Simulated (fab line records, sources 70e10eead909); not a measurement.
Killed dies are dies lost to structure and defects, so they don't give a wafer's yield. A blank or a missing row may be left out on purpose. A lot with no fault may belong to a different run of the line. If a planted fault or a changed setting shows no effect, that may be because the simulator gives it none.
What tool caused it? -- flow nand-harc -- Sampling: 12 lots, 36 wafers, 5 of 1302 route steps

WHAT EACH GAUGE READ, for each wafer
NHARC_END_SORT_01. Usual: killed-at-array 59, standard deviation 20; killed-at-other 0.8, standard deviation 1.2; killed-at-periphery 3.5, standard deviation 2.2; killed-dies 63, standard deviation 20; killed-open 3.3, standard deviation 1.8; killed-short 2.6, standard deviation 1.7.
lot,measured,on,killed-at-array,killed-at-other,killed-at-periphery,killed-dies,killed-open,killed-short,flag
L243,day 33 00:58,prober-02,671 669 669,0 0 0,6 8 8,677 677 677,7 2 5,2 2 5,OFF
L242,day 32 19:56,prober-01,670 667 672,2 3 4,5 7 1,677 677 677,7 2 2,3 3 2,OFF

EACH LOT AND THE TOOL THAT RAN IT (in order: tool; ch and the chambers of the sampled wafers; start)
lot,NHARC_A_CONTACT_DEP_84,NHARC_A_CONTACT_DESCUM_13,NHARC_A_CONTACT_ETCH_31,NHARC_A_CONTACT_ETCH_138
L224,"acl-dep-01 ch 0, day 22 12:01","rie-diel-08 ch 0,3, day 22 14:16","rie-diel-08 ch 0,2,3, day 22 14:57","har-cap-etch-02 ch 0,1, day 22 16:26"
L225,"acl-dep-03 ch 0, day 23 06:37","rie-diel-12 ch 2,3, day 23 09:53","rie-diel-12 ch 1,2, day 23 10:41","har-cap-etch-01 ch 0,1, day 23 12:10"
L229,"acl-dep-03 ch 0, day 24 23:02","rie-diel-12 ch 0,3, day 25 01:07","rie-diel-12 ch 0,1, day 25 02:12","har-cap-etch-03 ch 0,1, day 25 03:53"
L228,"acl-dep-03 ch 0, day 25 00:28","rie-diel-12 ch 1,2,3, day 25 02:52","rie-diel-12 ch 1,2,3, day 25 03:34","har-cap-etch-02 ch 0,1, day 25 05:07"
L231,"acl-dep-01 ch 0, day 25 14:49","rie-diel-12 ch 1,2,3, day 25 17:28","rie-diel-12 ch 0,2,3, day 25 18:04","har-cap-etch-01 ch 0,1, day 25 19:37"
L234,"acl-dep-01 ch 0, day 26 12:52","rie-diel-08 ch 1,3, day 26 15:25","rie-diel-08 ch 1,3, day 26 16:06","har-cap-etch-03 ch 1, day 26 17:44"
L233,"acl-dep-03 ch 0, day 26 17:28","rie-diel-09 ch 0,1, day 26 19:50","rie-diel-09 ch 0,1,2, day 26 20:29","har-cap-etch-02 ch 0,1, day 26 21:59"
L243,"acl-dep-03 ch 0, day 30 09:16","rie-diel-08 ch 0,1,3, day 30 11:48","rie-diel-08 ch 1,2,3, day 30 12:23","har-cap-etch-03 ch 0,1, day 30 13:56"
L242,"acl-dep-02 ch 0, day 30 13:12","rie-diel-12 ch 0,1,3, day 30 15:02","rie-diel-12 ch 1,2, day 30 15:50","har-cap-etch-01 ch 0,1, day 30 17:28"
L244,"acl-dep-03 ch 0, day 31 05:31","rie-diel-09 ch 1,2,3, day 31 08:01","rie-diel-09 ch 0,3, day 31 08:47","har-cap-etch-01 ch 1, day 31 10:20"
L245,"acl-dep-03 ch 0, day 31 20:59","rie-diel-09 ch 1,3, day 31 23:38","rie-diel-09 ch 1,3, day 32 00:40","har-cap-etch-02 ch 0, day 32 02:28"
L246,"acl-dep-03 ch 0, day 32 13:16","rie-diel-12 ch 1,2,3, day 32 15:38","rie-diel-12 ch 1,2,3, day 32 16:13","har-cap-etch-03 ch 0,1, day 32 17:45"
- NHARC_A_CONTACT_DEP_84: deposits aC, target thk 2800 nm.
- NHARC_A_CONTACT_DESCUM_13: chemistry O2, time 3 s.
- NHARC_A_CONTACT_ETCH_31: etches the open film in O2/COS, target depth 2800 nm, time 728 s.
- NHARC_A_CONTACT_ETCH_138: etches the open film in C4F8/O2/Ar, time 311 s, target depth 1914 nm.

WHAT THE TOOLS THEMSELVES READ (means of the sampled wafers that have a number; where no wafer has one, the mark that the record gives instead)
NHARC_A_CONTACT_DEP_84. Usual: 35.001 % for throttle-valve-pct, sd 0.0088.
lot,tool,throttle-valve-pct (%),flag
L224,acl-dep-01,34.998,
L225,acl-dep-03,34.993,
L229,acl-dep-03,35.005,
L228,acl-dep-03,35.009,
L231,acl-dep-01,34.991,
L234,acl-dep-01,34.995,
L233,acl-dep-03,35.005,
L243,acl-dep-03,35.008,
L242,acl-dep-02,34.997,
L244,acl-dep-03,35.000,
L245,acl-dep-03,35.006,
L246,acl-dep-03,35.014,

NHARC_A_CONTACT_DESCUM_13. Usual: drypump-motor-current-A 6.1 A, standard deviation 0.42; oes-product-au 1.004 a.u., standard deviation 0.0092; rf-vpp-V 57.7 V, standard deviation 0.93; showerhead-plenum-p-Torr 1.89 Torr, standard deviation 0.082; throttle-valve-pct 11.311 %, standard deviation 0.0083.
lot,tool,drypump-motor-current-A (A),oes-product-au (a.u.),rf-vpp-V (V),showerhead-plenum-p-Torr (Torr),throttle-valve-pct (%),flag
L224,rie-diel-08,6.4,1.008,57.2,1.89,11.319,
L225,rie-diel-12,5.7,1.015,57.3,1.86,11.308,
L229,rie-diel-12,6.4,1.003,57.6,1.87,11.307,
L228,rie-diel-12,6.0,1.002,57.9,1.85,11.314,
L231,rie-diel-12,6.0,1.010,57.1,1.85,11.308,
L234,rie-diel-08,6.2,1.015,57.7,1.89,11.310,
L233,rie-diel-09,6.1,1.001,57.0,1.86,11.311,
L243,rie-diel-08,6.2,1.016,57.9,1.91,11.311,
L242,rie-diel-12,6.4,1.001,57.4,1.83,11.314,
L244,rie-diel-09,6.0,1.009,57.7,1.92,11.313,
L245,rie-diel-09,5.7,1.005,57.8,1.99,11.307,
L246,rie-diel-12,6.0,0.997,56.8,1.84,11.321,

NHARC_A_CONTACT_ETCH_31. Usual: value, then standard deviation, for each; bias-w 300.0 W / 0.95; chamber-pressure-mTorr 20.001 mTorr / 0.02; drypump-motor-current-A 6.2 A / 0.43; oes-product-au 1.000 a.u. / 0.0091; rf-vpp-V 313.7 V / 2.1; showerhead-plenum-p-Torr 3.09 Torr / 0.13; throttle-valve-pct 28.331 % / 0.0091.
lot,tool,bias-w (W),chamber-pressure-mTorr (mTorr),drypump-motor-current-A (A),oes-product-au (a.u.),rf-vpp-V (V),showerhead-plenum-p-Torr (Torr),throttle-valve-pct (%),flag
L224,rie-diel-08,300.1,20.007,6.3,0.999,315.1,3.16,28.324,
L225,rie-diel-12,299.6,20.007,6.3,0.995,312.8,3.03,28.334,
L229,rie-diel-12,300.6,19.980,6.7,0.996,312.7,3.04,28.326,
L228,rie-diel-12,299.9,20.000,6.0,1.009,312.2,3.03,28.335,
L231,rie-diel-12,299.7,20.001,6.0,1.010,313.9,3.07,28.335,
L234,rie-diel-08,300.2,19.987,6.2,1.006,314.3,3.09,28.327,
L233,rie-diel-09,300.6,20.007,6.1,1.003,312.7,3.05,28.332,
L243,rie-diel-08,-,-,-,-,-,-,-,OFF
L242,rie-diel-12,-,-,-,-,-,-,-,OFF
L244,rie-diel-09,301.9,20.016,6.1,1.001,312.9,3.10,28.333,
L245,rie-diel-09,299.6,19.982,5.7,1.001,315.9,3.23,28.323,
L246,rie-diel-12,299.7,20.018,6.0,0.996,312.1,3.02,28.336,

NHARC_A_CONTACT_ETCH_138. Usual: chamber-pressure-mTorr 19.999 mTorr, standard deviation 0.017; oes-air-line-au 1.003 a.u., standard deviation 0.022.
lot,tool,chamber-pressure-mTorr (mTorr),oes-air-line-au (a.u.),flag
L224,har-cap-etch-02,20.006,0.993,
L225,har-cap-etch-01,19.993,1.005,
L229,har-cap-etch-03,19.986,0.997,
L228,har-cap-etch-02,19.997,0.991,
L231,har-cap-etch-01,20.002,0.995,
L234,har-cap-etch-03,19.996,1.020,
L233,har-cap-etch-02,19.989,0.981,
L243,har-cap-etch-03,20.011,1.015,
L242,har-cap-etch-01,19.985,1.007,
L244,har-cap-etch-01,19.997,1.013,
L245,har-cap-etch-02,20.000,0.994,
L246,har-cap-etch-03,20.013,0.973,

THE ANSWER, worked out from the rows above alone
Rule: a lot counts as off when the mean over its wafers that have a number is more than 3 standard deviations away from the usual mean. Also off: a lot with no number at a reading for which 4 or more lots have one. Any other lot the step has rows for is counted as sound. After the gauges, taken in route order, come the tools' own readings; for these a lot's mean is taken, as printed above. At the first step where some lot is off, the reading lying furthest off is the one used; lots without a number count as furthest.
Off: L243, L242, at NHARC_END_SORT_01 (killed-dies). Neither off nor sound, because the step has no rows for them: L224, L225, L229, L228, L231, L234, L233, L244, L245, L246.
If a tool, at a process step before that reading, ran all the lots that are off and no sound lot after the first of them, it fits. Not tried: the gauges at NHARC_END_SORT_01; whatever is off there is also off at NHARC_A_CONTACT_ETCH_31, on other tools, and gauge error can't account for it. No candidate that was tried fits.

WHAT THE SIMULATOR HAD INSERTED
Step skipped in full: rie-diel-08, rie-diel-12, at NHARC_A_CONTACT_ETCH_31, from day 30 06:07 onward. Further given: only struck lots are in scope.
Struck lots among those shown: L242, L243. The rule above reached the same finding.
